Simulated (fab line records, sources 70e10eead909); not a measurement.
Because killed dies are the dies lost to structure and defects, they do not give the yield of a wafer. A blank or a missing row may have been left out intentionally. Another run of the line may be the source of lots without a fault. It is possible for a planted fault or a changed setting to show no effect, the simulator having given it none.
Chamber matching / flow nandHarc / NHARC_P_GATE_ETCH_104 on rieDiel-07: 4 sister chambers
The step etches the open film in CF4/CHF3, target depth 60 nm. 14 wafers are shown with their chamber, then 7 later ones without.

## WAFERS, EACH WITH ITS CHAMBER
wafer=L445.1; chamber=3; showerheadPlenumPTorr (Torr)=1.51; rfVppV (V)=368.7; oesProductAu (a.u.)=0.922
wafer=L445.2; chamber=1; showerheadPlenumPTorr (Torr)=1.66; rfVppV (V)=371.2; oesProductAu (a.u.)=0.921
wafer=L445.6; chamber=2; showerheadPlenumPTorr (Torr)=1.63; rfVppV (V)=373.3; oesProductAu (a.u.)=0.920
wafer=L447.1; chamber=0; showerheadPlenumPTorr (Torr)=1.62; rfVppV (V)=373.5; oesProductAu (a.u.)=0.936
wafer=L447.2; chamber=1; showerheadPlenumPTorr (Torr)=1.66; rfVppV (V)=373.1; oesProductAu (a.u.)=0.934
wafer=L447.4; chamber=2; showerheadPlenumPTorr (Torr)=1.63; rfVppV (V)=372.7; oesProductAu (a.u.)=0.938
wafer=L451.2; chamber=2; showerheadPlenumPTorr (Torr)=1.63; rfVppV (V)=371.7; oesProductAu (a.u.)=0.973
wafer=L451.4; chamber=1; showerheadPlenumPTorr (Torr)=1.66; rfVppV (V)=372.8; oesProductAu (a.u.)=0.980
wafer=L451.6; chamber=3; showerheadPlenumPTorr (Torr)=1.51; rfVppV (V)=369.6; oesProductAu (a.u.)=0.963
wafer=L456.1; chamber=2; showerheadPlenumPTorr (Torr)=1.63; rfVppV (V)=372.1; oesProductAu (a.u.)=0.923
wafer=L456.4; chamber=0; showerheadPlenumPTorr (Torr)=1.62; rfVppV (V)=371.5; oesProductAu (a.u.)=0.922
wafer=L456.5; chamber=2; showerheadPlenumPTorr (Torr)=1.63; rfVppV (V)=371.8; oesProductAu (a.u.)=0.926
wafer=L458.1; chamber=1; showerheadPlenumPTorr (Torr)=1.65; rfVppV (V)=371.4; oesProductAu (a.u.)=0.925
wafer=L458.2; chamber=2; showerheadPlenumPTorr (Torr)=1.63; rfVppV (V)=371.8; oesProductAu (a.u.)=0.917

SIGNATURES (means of the wafers above)
reading=showerheadPlenumPTorr; chamber 0=1.6200; chamber 1=1.6575; chamber 2=1.6300; chamber 3=1.5100; scatter within a chamber=0.00274
reading=rfVppV; chamber 0=372.500; chamber 1=372.125; chamber 2=372.233; chamber 3=369.150; scatter within a chamber=0.85
reading=oesProductAu; chamber 0=0.92900; chamber 1=0.94000; chamber 2=0.93283; chamber 3=0.94250; scatter within a chamber=0.0232
Rule: a wafer's distance from a chamber is the root of the sum, over the readings, of the square of ((its reading less the chamber's mean) divided by the reading's scatter). The wafer belongs to the nearest chamber; if the next one is less than 2 further off, it can't be placed. The scatter: the root of (the sum of the squares of (reading less its chamber's mean) over the shown wafers, divided by (wafers less chambers)).

## WAFERS WITH NO CHAMBER GIVEN
wafer=L458.5; showerheadPlenumPTorr (Torr)=1.66; rfVppV (V)=372.9; oesProductAu (a.u.)=0.930
wafer=L461.3; showerheadPlenumPTorr (Torr)=1.65; rfVppV (V)=373.5; oesProductAu (a.u.)=0.922
wafer=L461.4; showerheadPlenumPTorr (Torr)=1.50; rfVppV (V)=368.3; oesProductAu (a.u.)=0.941
wafer=L461.6; showerheadPlenumPTorr (Torr)=1.63; rfVppV (V)=372.3; oesProductAu (a.u.)=0.919
wafer=L463.1; showerheadPlenumPTorr (Torr)=1.63; rfVppV (V)=373.1; oesProductAu (a.u.)=0.971
wafer=L463.2; showerheadPlenumPTorr (Torr)=1.65; rfVppV (V)=374.0; oesProductAu (a.u.)=0.964
wafer=L463.4; showerheadPlenumPTorr (Torr)=1.61; rfVppV (V)=370.9; oesProductAu (a.u.)=0.968

## WHICH CHAMBER EACH ONE RAN IN
wafer=L458.5; from the rows above=1; in truth=1
wafer=L461.3; from the rows above=1; in truth=1
wafer=L461.4; from the rows above=3; in truth=3
wafer=L461.6; from the rows above=2; in truth=2
wafer=L463.1; from the rows above=2; in truth=2
wafer=L463.2; from the rows above=1; in truth=1
wafer=L463.4; from the rows above=0; in truth=0
Placed correctly: 7 of 7. From these rows, 0 cannot be placed. Wrongly placed: 0.
